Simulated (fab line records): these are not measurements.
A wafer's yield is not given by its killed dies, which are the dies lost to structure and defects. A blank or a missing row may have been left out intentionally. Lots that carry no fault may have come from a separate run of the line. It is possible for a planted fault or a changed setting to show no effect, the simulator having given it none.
What tool caused it? :: flow nand harc :: 15 lots with 44 wafers sampled at 5 steps, on a route of 1159 steps

## WHAT EACH GAUGE READ, for each wafer
NHARC_A_ONON_D1_THK_MEAS_21: measures by ellipsometry.
lot: L385
measured: day 8 04:22
on: film metro-02
thk nm (nm): 986 987 986

lot: L384
measured: day 8 04:22
on: film metro-01
thk nm (nm): 1006 1007 1005

lot: L388
measured: day 9 00:32
on: film metro-01
thk nm (nm): 996 997 995

lot: L392
measured: day 10 01:18
on: film metro-01
thk nm (nm): 1004 643 1005

lot: L394
measured: day 11 02:13
on: film metro-01
thk nm (nm): 999 998 636

lot: L396
measured: day 11 02:21
on: film metro-02
thk nm (nm): 984 984 984

lot: L395
measured: day 11 02:34
on: film metro-01
thk nm (nm): 649 1009

lot: L400
measured: day 11 18:27
on: film metro-01
thk nm (nm): 1006 1005 1005

lot: L398
measured: day 11 18:27
on: film metro-02
thk nm (nm): 982 982 981

lot: L401
measured: day 12 01:21
on: film metro-01
thk nm (nm): 993 993 993

lot: L402
measured: day 12 09:01
on: film metro-02
thk nm (nm): 1004 1003 1003

lot: L403
measured: day 12 16:26
on: film metro-01
thk nm (nm): 997 995 995

lot: L405
measured: day 13 01:14
on: film metro-01
thk nm (nm): 1020 1021 1023

lot: L406
measured: day 13 19:58
on: film metro-02
thk nm (nm): 1001 1001 1000

lot: L407
measured: day 13 20:01
on: film metro-02
thk nm (nm): 1002 999 1000

NHARC_END_SORT_01.
lot: L392
measured: day 21 11:10
on: prober-01
killed at array: 39 676 42
killed at other: 0 1 0
killed at periphery: 1 0 0
killed dies: 40 677 42
killed open: 3 4 2
killed short: 2 3 3

lot: L394
measured: day 22 11:32
on: prober-01
killed at array: 15 18 674
killed at other: 1 0 2
killed at periphery: 6 2 1
killed dies: 22 20 677
killed open: 3 3 4
killed short: 0 1 2

lot: L395
measured: day 22 13:08
on: prober-02
killed at array: 676 33
killed at other: 0 0
killed at periphery: 1 1
killed dies: 677 34
killed open: 4 3
killed short: 6 2

## WHAT TOOL EACH LOT RAN ON (gives the tool, then ch and the chambers of the sampled wafers, and finally the start)
lot: L385
NHARC_P_BONDPAD_DEGAS_25: pvd sputter-01, day 6 17:00
NHARC_P_BONDPAD_ANNEAL_28: rtp anneal-02 ch 0, day 6 17:44
NHARC_A_ONON_D1_DEP_19: pecvd onon-04 ch 0, day 8 03:51

lot: L384
NHARC_P_BONDPAD_DEGAS_25: pvd sputter-03, day 6 19:52
NHARC_P_BONDPAD_ANNEAL_28: rtp anneal-02 ch 0, day 6 20:37
NHARC_A_ONON_D1_DEP_19: pecvd onon-02 ch 0, day 8 03:51

lot: L388
NHARC_P_BONDPAD_DEGAS_25: pvd sputter-01, day 7 10:36
NHARC_P_BONDPAD_ANNEAL_28: rtp anneal-02 ch 0, day 7 11:23
NHARC_A_ONON_D1_DEP_19: pecvd onon-04 ch 0, day 9 00:05

lot: L392
NHARC_P_BONDPAD_DEGAS_25: pvd sputter-03, day 8 13:57
NHARC_P_BONDPAD_ANNEAL_28: rtp anneal-02 ch 0, day 8 14:45
NHARC_A_ONON_D1_DEP_19: pecvd onon-02 ch 0, day 10 00:51

lot: L394
NHARC_P_BONDPAD_DEGAS_25: pvd sputter-01, day 9 10:44
NHARC_P_BONDPAD_ANNEAL_28: rtp anneal-01 ch 0, day 9 11:28
NHARC_A_ONON_D1_DEP_19: pecvd onon-02 ch 0, day 11 01:42

lot: L396
NHARC_P_BONDPAD_DEGAS_25: pvd sputter-01, day 9 12:35
NHARC_P_BONDPAD_ANNEAL_28: rtp anneal-02 ch 0, day 9 13:23
NHARC_A_ONON_D1_DEP_19: pecvd onon-03 ch 0, day 11 01:53

lot: L395
NHARC_P_BONDPAD_DEGAS_25: pvd sputter-01, day 9 13:44
NHARC_P_BONDPAD_ANNEAL_28: rtp anneal-01 ch 0, day 9 14:35
NHARC_A_ONON_D1_DEP_19: pecvd onon-02 ch 0, day 11 02:10

lot: L400
NHARC_P_BONDPAD_DEGAS_25: pvd sputter-03, day 10 06:24
NHARC_P_BONDPAD_ANNEAL_28: rtp anneal-02 ch 0, day 10 07:11
NHARC_A_ONON_D1_DEP_19: pecvd onon-03 ch 0, day 11 18:00

lot: L398
NHARC_P_BONDPAD_DEGAS_25: pvd sputter-03, day 10 07:29
NHARC_P_BONDPAD_ANNEAL_28: rtp anneal-01 ch 0, day 10 08:17
NHARC_A_ONON_D1_DEP_19: pecvd onon-04 ch 0, day 11 18:00

lot: L401
NHARC_P_BONDPAD_DEGAS_25: pvd sputter-01, day 10 13:01
NHARC_P_BONDPAD_ANNEAL_28: rtp anneal-02 ch 0, day 10 13:50
NHARC_A_ONON_D1_DEP_19: pecvd onon-04 ch 0, day 12 00:58

lot: L402
NHARC_P_BONDPAD_DEGAS_25: pvd sputter-01, day 10 19:29
NHARC_P_BONDPAD_ANNEAL_28: rtp anneal-02 ch 0, day 10 20:16
NHARC_A_ONON_D1_DEP_19: pecvd onon-03 ch 0, day 12 08:34

lot: L403
NHARC_P_BONDPAD_DEGAS_25: pvd sputter-01, day 11 04:34
NHARC_P_BONDPAD_ANNEAL_28: rtp anneal-02 ch 0, day 11 05:21
NHARC_A_ONON_D1_DEP_19: pecvd onon-03 ch 0, day 12 15:59

lot: L405
NHARC_P_BONDPAD_DEGAS_25: pvd sputter-02, day 11 09:58
NHARC_P_BONDPAD_ANNEAL_28: rtp anneal-02 ch 0, day 11 10:42
NHARC_A_ONON_D1_DEP_19: pecvd onon-03 ch 0, day 13 00:44

lot: L406
NHARC_P_BONDPAD_DEGAS_25: pvd sputter-01, day 12 06:26
NHARC_P_BONDPAD_ANNEAL_28: rtp anneal-02 ch 0, day 12 07:20
NHARC_A_ONON_D1_DEP_19: pecvd onon-03 ch 0, day 13 19:27

lot: L407
NHARC_P_BONDPAD_DEGAS_25: pvd sputter-02, day 12 07:13
NHARC_P_BONDPAD_ANNEAL_28: rtp anneal-02 ch 0, day 12 07:58
NHARC_A_ONON_D1_DEP_19: pecvd onon-04 ch 0, day 13 19:28
- NHARC_P_BONDPAD_DEGAS_25: time 60 s.
- NHARC_P_BONDPAD_ANNEAL_28: time 90 s.
- NHARC_A_ONON_D1_DEP_19: target thk 1000 nm.

## AS READ BY THE TOOLS THEMSELVES (means over the sampled wafers that have a number; for cases with no such wafer, the mark the record gives instead)
NHARC_P_BONDPAD_DEGAS_25.
lot: L385
tool: pvd sputter-01
heater power w (W): 461

lot: L384
tool: pvd sputter-03
heater power w (W): 506

lot: L388
tool: pvd sputter-01
heater power w (W): 488

lot: L392
tool: pvd sputter-03
heater power w (W): 469

lot: L394
tool: pvd sputter-01
heater power w (W): 492

lot: L396
tool: pvd sputter-01
heater power w (W): 486

lot: L395
tool: pvd sputter-01
heater power w (W): 462

lot: L400
tool: pvd sputter-03
heater power w (W): 513

lot: L398
tool: pvd sputter-03
heater power w (W): 503

lot: L401
tool: pvd sputter-01
heater power w (W): 462

lot: L402
tool: pvd sputter-01
heater power w (W): 472

lot: L403
tool: pvd sputter-01
heater power w (W): 466

lot: L405
tool: pvd sputter-02
heater power w (W): 402

lot: L406
tool: pvd sputter-01
heater power w (W): 496

lot: L407
tool: pvd sputter-02
heater power w (W): 450

NHARC_P_BONDPAD_ANNEAL_28.
lot: L385
tool: rtp anneal-02
wafer_temp_C_max: 226.0

lot: L384
tool: rtp anneal-02
wafer_temp_C_max: 225.8

lot: L388
tool: rtp anneal-02
wafer_temp_C_max: 226.3

lot: L392
tool: rtp anneal-02
wafer_temp_C_max: 226.0

lot: L394
tool: rtp anneal-01
wafer_temp_C_max: 226.1

lot: L396
tool: rtp anneal-02
wafer_temp_C_max: 226.0

lot: L395
tool: rtp anneal-01
wafer_temp_C_max: 226.3

lot: L400
tool: rtp anneal-02
wafer_temp_C_max: 225.9

lot: L398
tool: rtp anneal-01
wafer_temp_C_max: 226.5

lot: L401
tool: rtp anneal-02
wafer_temp_C_max: 225.9

lot: L402
tool: rtp anneal-02
wafer_temp_C_max: 225.8

lot: L403
tool: rtp anneal-02
wafer_temp_C_max: 225.8

lot: L405
tool: rtp anneal-02
wafer_temp_C_max: 226.1

lot: L406
tool: rtp anneal-02
wafer_temp_C_max: 225.8

lot: L407
tool: rtp anneal-02
wafer_temp_C_max: 226.1

## THE ANSWER, worked out from the rows above alone
Rule: what is usual is taken from the lots themselves. The widest of any qualifying gaps counts: lots, ordered by their means at a reading, are off when they make up no more than a third of the lots, leave a main group of 4 or more, and stand apart from it by 3 or more times the standard deviation of that group's means. If all means in a main group match to the digits the tables above print for the reading, that group is not used. Also off: a lot with no number at a reading for which 4 or more lots have one. Where the step has rows for the other lots, those lots are counted as sound. Order of review: gauges by route order, followed by the tools' own readings, for which a lot's mean as printed above is used. At the first step where some lot is off, the reading lying furthest off is the one used; lots without a number count as furthest.
Off: L392, L394, L395 (NHARC_A_ONON_D1_THK_MEAS_21, thk nm). For the main group the mean is 998 nm and the standard deviation 11.
If a tool, at a process step before that reading, ran all the lots that are off and no sound lot after the first of them, it fits. Those tools and the gauges at NHARC_A_ONON_D1_THK_MEAS_21 are tried in the same way. One fits: pecvd onon-02 at NHARC_A_ONON_D1_DEP_19. Its last sound lot is L384 (day 8 03:51), its first lot that is off L392 (day 10 00:51): a fault that began between those two fits.

## WHAT HAD BEEN PUT IN BY THE SIMULATOR
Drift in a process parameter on pecvd onon-02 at NHARC_A_ONON_D1_DEP_19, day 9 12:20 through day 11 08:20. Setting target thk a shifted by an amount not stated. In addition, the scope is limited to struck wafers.
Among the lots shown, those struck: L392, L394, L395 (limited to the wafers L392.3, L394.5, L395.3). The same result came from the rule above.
